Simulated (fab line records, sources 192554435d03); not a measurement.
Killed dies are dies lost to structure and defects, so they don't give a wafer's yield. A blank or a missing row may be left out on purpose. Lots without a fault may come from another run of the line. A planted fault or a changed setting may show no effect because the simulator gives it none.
A struck lot beside a sound one | flow n5_finfet | 26 steps out of a route of 1938
Sound: wafers L181.3, L181.4, L181.6. Struck: wafers L174.1, L174.3, L174.4. The cause comes at the end.
At each step with rows: each side's tool, then ch and its chambers, then its first start. Under that, the readings that differ: sound wafers | struck wafers | difference of the means | sigmas: that difference in standard deviations of wafers without a fault.
alike: readings whose means differ by less than 2 such deviations, and words and numbers that are the same on both sides. not compared: withheld readings, readings that some wafer has no value for, bounds like >300 that may hide the same value, and numbers for which the record gives no deviation and whose values overlap.
The two part at a step that has a row with sigmas, a row that says differs or no value, or rows on one side only. Numbers that don't overlap but have no deviation are shown without sigmas and don't part them. A reading that every wafer of one side lacks parts them only if that side has two wafers or more.

first, 9 steps without rows for these wafers: N5_FIN_CUT_COAT_02 (resist thk 30 nm); N5_FIN_CUT_EBR_04; N5_FIN_CUT_SOFTBAKE_03 (time 60 s); N5_FIN_CUT_EXPOSE_05 (exposes mask FIN CUT); N5_FIN_CUT_PEB_06 (peb time 60 s); N5_FIN_CUT_DEVELOP_07 (develop time 30 s); N5_FIN_CUT_DESCUM_13 (chemistry O2, time 7 s); N5_FIN_CUT_ETCH_30 (etches underlayer in N2/H2, target depth 13 nm, time 10.4 s); N5_FIN_CUT_ETCH_20 (etches SiARC in CF4, target depth 26 nm, time 43.3 s).
N5_FIN_CUT_ETCH_21: etches SOC in N2/H2, target depth 219 nm, overetch 43.8 nm, time 523.5 s.
  sound on rie_diel-04 ch 0,1,2, day 7 15:28; struck on rie_diel-01 ch 0,1,2, day 5 22:38
  alike: chamber_pressure_mTorr, drypump_motor_current_A, oes_product_au, rf_vpp_V, showerhead_plenum_p_Torr, throttle_valve_pct
  not compared: rf_hours_counter_h
then, 12 steps without rows for these wafers: N5_FIN_CUT_STRIP_23 (strips in N2/H2); N5_FIN_CUT_STRIP_31 (strips in N2/H2); N5_FIN_CUT_STRIP_24 (strips in CF4); N5_FIN_CUT_CUT_ETCH_26 (etches SiNx in CH3F/O2, target depth 39 nm, time 55.7 s); N5_FIN_CUT_CUT_ETCH_27 (etches SiO2 in CHF3/O2, target depth 4 nm, overetch 2 nm, time 4.9 s); N5_FIN_CUT_PRECLEAN_35 (cleans in vHF, time 13.3 s); N5_FIN_CUT_CUT_ETCH_15 (etches Si in HBr/Cl2/O2, target depth 100 nm, bt time 10 s, time 42.4 s); N5_FIN_CUT_CUT_ETCH_28 (etches Si in HBr/Cl2/O2, target depth 6 nm, time 2.4 s); N5_FIN_CUT_STRIP_22 (strips in N2/H2); N5_FIN_CUT_PRECLEAN_36 (cleans in O3/DIW, time 60 s); N5_FIN_CUT_SRD_32 (time 30 s); N5_FIN_CUT_UV_OZONE_34 (time 120 s).
N5_FIN_CUT_INSPECT_17: inspects for defects (brightfield).
  sound on defect_inspect-01, day 7 16:17; struck on defect_inspect-02, day 5 23:27
  reading          | sound       | struck         | difference | sigmas
  raw_defect_count | 190 187 215 | 1572 1564 1507 | +1350      | +23
then, 1 step without rows for these wafers: N5_STI_FIN_REVEAL_ALD_00 (deposits SiO2, target thk 1 nm, pulse time 1 s).
-- the record jumps here: 6 days lie between the struck wafers' starts before and after (it left off in module STI_FIN_REVEAL and takes up again in module BEOL_M4, whose first step shown is number 1111 of the route) --
N5_BEOL_M4_RC_MEAS_101:
  sound on prober-02 ch 0, day 13 19:11; struck on prober-02 ch 0, day 11 21:59
  alike: DIBL_N, DIBL_P, IOFF_N, IOFF_P, ION_N, ION_P, SS_N, SS_P, VT_N, VT_P
-- the record jumps here: 4 days lie between the struck wafers' starts before and after (it left off in module BEOL_M4 and takes up again in module PASSIVATION, whose first step shown is number 1936 of the route) --
N5_PASSIVATION_PROBE_49:
  the record has rows for the struck wafers here (prober-01, day 16 00:31) and none for the sound ones

WHERE THEY PART
First at N5_FIN_CUT_INSPECT_17; last, within this record, at N5_PASSIVATION_PROBE_49.

WHY: what the simulator had put in
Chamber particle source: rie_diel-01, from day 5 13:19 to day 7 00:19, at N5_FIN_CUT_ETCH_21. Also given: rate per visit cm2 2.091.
